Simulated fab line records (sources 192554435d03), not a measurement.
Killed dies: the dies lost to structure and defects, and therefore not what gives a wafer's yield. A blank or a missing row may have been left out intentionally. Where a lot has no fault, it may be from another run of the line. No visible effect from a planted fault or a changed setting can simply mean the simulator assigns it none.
Tool commonality check :: flow n5-finfet :: 27 wafers sampled across 9 lots

REASON FOR OPENING
N5_SD_ACTIVATION_RS_MEAS_03, reading RS_SD_N: flagged on 2 of 9 lots. Fault-free wafers read 22.0 ohm/sq, with a standard deviation of 0.31.
Rule: a lot gets a flag if all its wafers with a number sit over 4 standard deviations from that mean, or if no wafer of it has a number. All remaining lots are regarded as sound.

lot: L846
measured: day 3 16:09
on: film-metro-02
RS_SD_N (ohm/sq), wafer by wafer: 22.5 22.1 22.2
flag: 

lot: L848
measured: day 4 05:09
on: film-metro-02
RS_SD_N (ohm/sq), wafer by wafer: 21.7 21.5 21.9
flag: 

lot: L850
measured: day 4 17:31
on: film-metro-02
RS_SD_N (ohm/sq), wafer by wafer: 22.6 22.6 23.0
flag: 

lot: L851
measured: day 4 23:56
on: film-metro-01
RS_SD_N (ohm/sq), wafer by wafer: 21.3 21.7 21.6
flag: 

lot: L853
measured: day 5 16:28
on: film-metro-01
RS_SD_N (ohm/sq), wafer by wafer: 22.1 22.2 22.2
flag: 

lot: L854
measured: day 6 00:15
on: film-metro-01
RS_SD_N (ohm/sq), wafer by wafer: 22.2 22.5 22.3
flag: 

lot: L859
measured: day 7 01:10
on: film-metro-01
RS_SD_N (ohm/sq), wafer by wafer: 28.3 27.9 27.7
flag: FLAGGED

lot: L861
measured: day 7 19:02
on: film-metro-01
RS_SD_N (ohm/sq), wafer by wafer: 27.5 27.4 27.1
flag: FLAGGED

lot: L868
measured: day 9 10:19
on: film-metro-01
RS_SD_N (ohm/sq), wafer by wafer: 22.1 21.7 22.2
flag: 
On average the flagged lots' numbers are 27.6 ohm/sq, which is +5.6 ohm/sq against the usual, or +18 standard deviations.

LOT BY LOT: THE TOOL USED
Before the reading, the record contains 2 process steps out of a 1938-step route. Each cell gives the tool, then ch followed by the chambers the sampled wafers passed through, then the start.
lot: L846
flag: 
N5_SD_EPI_P_SD_RECESS_17: rie-si-04 ch 2,3, day 3 12:37
N5_SD_ACTIVATION_LSA_01: laser-anneal-02 ch 0, day 3 15:57

lot: L848
flag: 
N5_SD_EPI_P_SD_RECESS_17: rie-si-01 ch 0,2, day 4 00:49
N5_SD_ACTIVATION_LSA_01: laser-anneal-02 ch 0, day 4 04:57

lot: L850
flag: 
N5_SD_EPI_P_SD_RECESS_17: rie-si-05 ch 1,2, day 4 13:11
N5_SD_ACTIVATION_LSA_01: laser-anneal-02 ch 0, day 4 17:20

lot: L851
flag: 
N5_SD_EPI_P_SD_RECESS_17: rie-si-04 ch 1,2,3, day 4 20:25
N5_SD_ACTIVATION_LSA_01: laser-anneal-01 ch 0, day 4 23:44

lot: L853
flag: 
N5_SD_EPI_P_SD_RECESS_17: rie-si-05 ch 0,2, day 5 10:49
N5_SD_ACTIVATION_LSA_01: laser-anneal-01 ch 0, day 5 16:16

lot: L854
flag: 
N5_SD_EPI_P_SD_RECESS_17: rie-si-05 ch 0,2,3, day 5 18:47
N5_SD_ACTIVATION_LSA_01: laser-anneal-02 ch 0, day 6 00:03

lot: L859
flag: FLAGGED
N5_SD_EPI_P_SD_RECESS_17: rie-si-04 ch 0,3, day 6 19:41
N5_SD_ACTIVATION_LSA_01: laser-anneal-02 ch 0, day 7 00:59

lot: L861
flag: FLAGGED
N5_SD_EPI_P_SD_RECESS_17: rie-si-01 ch 1,2,3, day 7 13:37
N5_SD_ACTIVATION_LSA_01: laser-anneal-02 ch 0, day 7 18:50

lot: L868
flag: 
N5_SD_EPI_P_SD_RECESS_17: rie-si-05 ch 0,1, day 9 06:38
N5_SD_ACTIVATION_LSA_01: laser-anneal-01 ch 0, day 9 10:07
These steps, and what they do:
- N5_SD_EPI_P_SD_RECESS_17: chemistry HBr/Cl2/O2, target depth 39.1 nm, bt time 3 s.
- N5_SD_ACTIVATION_LSA_01: time 0.0008 s.
- N5_SD_ACTIVATION_RS_MEAS_03: measures by four-point-probe.

FLAGGED OVER TOTAL, TOOL BY TOOL (the gauges that took the reading come last)
step: N5_SD_EPI_P_SD_RECESS_17
tool: rie-si-01
lots run: 2
flagged: 1
share of the flagged lots: some
sound lots run after its first flagged lot: 0

step: N5_SD_EPI_P_SD_RECESS_17
tool: rie-si-04
lots run: 3
flagged: 1
share of the flagged lots: some
sound lots run after its first flagged lot: 0

step: N5_SD_EPI_P_SD_RECESS_17
tool: rie-si-05
lots run: 4
flagged: 0
share of the flagged lots: none
sound lots run after its first flagged lot: -

step: N5_SD_ACTIVATION_LSA_01
tool: laser-anneal-01
lots run: 3
flagged: 0
share of the flagged lots: none
sound lots run after its first flagged lot: -

step: N5_SD_ACTIVATION_LSA_01
tool: laser-anneal-02
lots run: 6
flagged: 2
share of the flagged lots: all
sound lots run after its first flagged lot: 0

step: N5_SD_ACTIVATION_RS_MEAS_03
tool: film-metro-01
lots run: 6
flagged: 2
share of the flagged lots: all
sound lots run after its first flagged lot: 1 (L868)

step: N5_SD_ACTIVATION_RS_MEAS_03
tool: film-metro-02
lots run: 3
flagged: 0
share of the flagged lots: none
sound lots run after its first flagged lot: -

WHAT THE TABLE ALLOWS
Rows of the table that ran all the flagged lots, 2 in number: laser-anneal-02 at N5_SD_ACTIVATION_LSA_01; film-metro-01 at N5_SD_ACTIVATION_RS_MEAS_03.
- laser-anneal-02 at N5_SD_ACTIVATION_LSA_01: 2 of its 6 lots flagged. Last sound lot L854 at day 6 00:03, first flagged lot L859 at day 7 00:59; a fault beginning in between fits. Its own readings (wafer_temp_C_max) fall more than 4 standard deviations out on all wafers of the flagged lots.
- film-metro-01 at N5_SD_ACTIVATION_RS_MEAS_03: 2 of its 6 lots flagged. Lots that were sound ran on it after the first flagged one (L868); a persistent fault on the entire tool would not allow that.
Left over: one tool, laser-anneal-02 at N5_SD_ACTIVATION_LSA_01.

WHAT THE SIMULATOR PUT IN
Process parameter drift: laser-anneal-02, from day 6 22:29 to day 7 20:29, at N5_SD_ACTIVATION_LSA_01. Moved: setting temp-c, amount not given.
Shown lots that were struck: L859, L861. Same finding as the rule above.
